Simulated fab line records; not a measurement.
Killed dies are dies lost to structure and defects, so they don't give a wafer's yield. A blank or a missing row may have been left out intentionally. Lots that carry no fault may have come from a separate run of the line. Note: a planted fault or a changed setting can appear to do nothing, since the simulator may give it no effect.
Split-lot trial + flow n5-finfet + 21 wafers read from 7 lots, route of 1938 steps

## ON THE SPLIT
At N5_BEOL_M14_ETCH_68 (etches SOC in N2/H2, time 450 s), the setting time-s was moved away from the recipe's 450 s on 8 of the 21 wafers read, by -15.4% to +20.5%. This setting was run at the recipe's value on the other wafers.

The reading is taken at the split's own step.

## THE READING
SiARC_of_BEOL_M14_COAT_66.thk-nm (the simulator's own value, which no gauge read), in nm, at N5_BEOL_M14_ETCH_68 (etches SOC in N2/H2, time 450 s). The file does not state a usual value for it. The 13 wafers here that ran the recipe average 65.1 nm, standard deviation 0.67 nm.

| wafer  | tool, chamber at the split | time-s as run, s | against the recipe | SiARC_of_BEOL_M14_COAT_66.thk-nm, nm | against lot-mates on the recipe |
|--------|----------------------------|------------------|--------------------|--------------------------------------|---------------------------------|
| L078.1 | rie-diel-06, 3             | 512.4            | +13.9%             | 58.8                                 | -6.6                            |
| L078.2 | rie-diel-06, 2             | 450              | recipe             | 65.4                                 | -                               |
| L078.6 | rie-diel-06, 1             | 512.4            | +13.9%             | 58.8                                 | -6.6                            |
| L080.1 | rie-diel-06, 1             | 496.9            | +10.4%             | 60.8                                 | -4.4                            |
| L080.2 | rie-diel-06, 3             | 450              | recipe             | 65.2                                 | -                               |
| L080.6 | rie-diel-06, 3             | 450              | recipe             | 65.2                                 | -                               |
| L092.1 | rie-diel-02, 1             | 450              | recipe             | 63.8                                 | -                               |
| L092.3 | rie-diel-02, 2             | 529.4            | +17.6%             | 58                                   | -6.5                            |
| L092.4 | rie-diel-02, 3             | 450              | recipe             | 65.2                                 | -                               |
| L093.2 | rie-diel-02, 2             | 450              | recipe             | 66.6                                 | -                               |
| L093.5 | rie-diel-02, 1             | 542.1            | +20.5%             | 55.2                                 | -11.4                           |
| L093.6 | rie-diel-02, 2             | 542.1            | +20.5%             | 57.6                                 | -9.0                            |
| L094.3 | rie-diel-02, 3             | 450              | recipe             | 65.2                                 | -                               |
| L094.4 | rie-diel-02, 0             | 450              | recipe             | 65.4                                 | -                               |
| L094.5 | rie-diel-02, 0             | 380.8            | -15.4%             | 72                                   | +6.7                            |
| L096.1 | rie-diel-02, 3             | 450              | recipe             | 65                                   | -                               |
| L096.5 | rie-diel-02, 0             | 450              | recipe             | 65.6                                 | -                               |
| L096.6 | rie-diel-02, 1             | 450              | recipe             | 64.2                                 | -                               |
| L097.2 | rie-diel-05, 0             | 450              | recipe             | 64.8                                 | -                               |
| L097.4 | rie-diel-05, 2             | 482.4            | +7.2%              | 61.2                                 | -3.4                            |
| L097.5 | rie-diel-05, 2             | 450              | recipe             | 64.4                                 | -                               |

THE FIT
A straight line over all 21 wafers: SiARC_of_BEOL_M14_COAT_66.thk-nm changes by -0.432 nm for each +1% of time-s; r = -0.98; the points scatter about the line by 0.72 nm.
The same after taking each lot's own level away (the mean of its wafers on the recipe; 21 wafers): -0.459 nm for each +1%; r = -0.99; scatter 0.7 nm.
The reading moves by 9.4 nm for the largest change in time-s, on that fit.
The span of the lots' own levels, 64.50 to 66.60 nm, comes to 3.1 times the standard deviation stated above.
Consequently the slope shifts little with the lot-to-lot level, the two slopes agreeing.
Check: -8.87 nm against its lot-mates is what the line predicts for one of the wafers moved furthest among these (+20.5%) when that wafer is left out of the fit. Against them it came out at -11.4 nm.

## ADDITIONAL SPLITS CARRIED BY THESE WAFERS
Before the reading, these wafers also passed through other splits. Each is held against what the fit with the lots' levels taken away leaves over:
| other split on the same wafers | wafers away from the commonest value | r with SiARC_of_BEOL_M14_COAT_66.thk-nm (lot level and that fit taken away) |
|--------------------------------|--------------------------------------|-----------------------------------------------------------------------------|
| N5_BEOL_M14_EXPOSE_25 dose-mj  | 5                                    | -0.45                                                                       |

## FILE'S OWN FIT
SiARC_of_BEOL_M14_COAT_66.thk-nm changes by -0.446 nm for each +1% of time-s, r = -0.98.
